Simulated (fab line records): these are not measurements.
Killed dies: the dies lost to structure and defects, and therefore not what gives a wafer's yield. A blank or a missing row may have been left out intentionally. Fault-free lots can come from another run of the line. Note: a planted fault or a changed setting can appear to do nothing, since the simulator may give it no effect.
Matching of chambers | flow n5_finfet | N5_BEOL_M11_PECVD_70 on pecvd-03 has 3 sister chambers
The step deposits SiO2 from TEOS/O2, target thk 20 nm, time 22.7 s. 6 wafers are shown with their chamber, then 10 later ones without.

EACH WAFER AND ITS CHAMBER
wafer  | chamber | throttle_valve_pct (%) | showerhead_plenum_p_Torr (Torr)
L083.4 | 0       | 23.6                   | 8.72
L086.2 | 1       | 21.7                   | 8.77
L086.3 | 0       | 23.4                   | 8.71
L086.6 | 2       | 20.9                   | 8.77
L087.1 | 1       | 22.2                   | 8.79
L087.2 | 2       | 21.2                   | 8.79

WAFERS WHOSE CHAMBER IS MISSING
wafer  | throttle_valve_pct (%) | showerhead_plenum_p_Torr (Torr)
L087.5 | 21.0                   | 8.78
L089.1 | 23.4                   | 8.74
L089.2 | 21.2                   | 8.79
L089.6 | 23.3                   | 8.71
L090.1 | 20.9                   | 8.77
L090.4 | 22.1                   | 8.78
L090.5 | 20.9                   | 8.77
L091.1 | 23.6                   | 8.71
L091.4 | 21.0                   | 8.76
L091.5 | 21.9                   | 8.81

WHICH CHAMBER EACH ONE RAN IN
wafer  | from the rows above     | in truth
L087.5 | 2                       | 2
L089.1 | 0                       | 0
L089.2 | 2                       | 2
L089.6 | 0                       | 0
L090.1 | 2                       | 2
L090.4 | 1                       | 1
L090.5 | 2                       | 2
L091.1 | 0                       | 0
L091.4 | 2                       | 2
L091.5 | can't be placed: 1 or 2 | 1
Correctly placed: 9 of 10. Unplaceable from these rows: 1, with the true chamber sitting among the candidates in 1. Placed wrongly: 0.
How it was worked out, from the rows above alone: a wafer's distance from a chamber is the root of the sum, over the readings, of the square of ((its reading less the chamber's mean) divided by the reading's scatter). The wafer belongs to the nearest chamber; if the next one is less than 2 further off, it can't be placed. The mean given for a chamber averages the wafers shown for that chamber. The scatter: take each reading less its chamber's mean, square it, sum over the shown wafers, divide by the number of wafers less the number of chambers, and take the root.
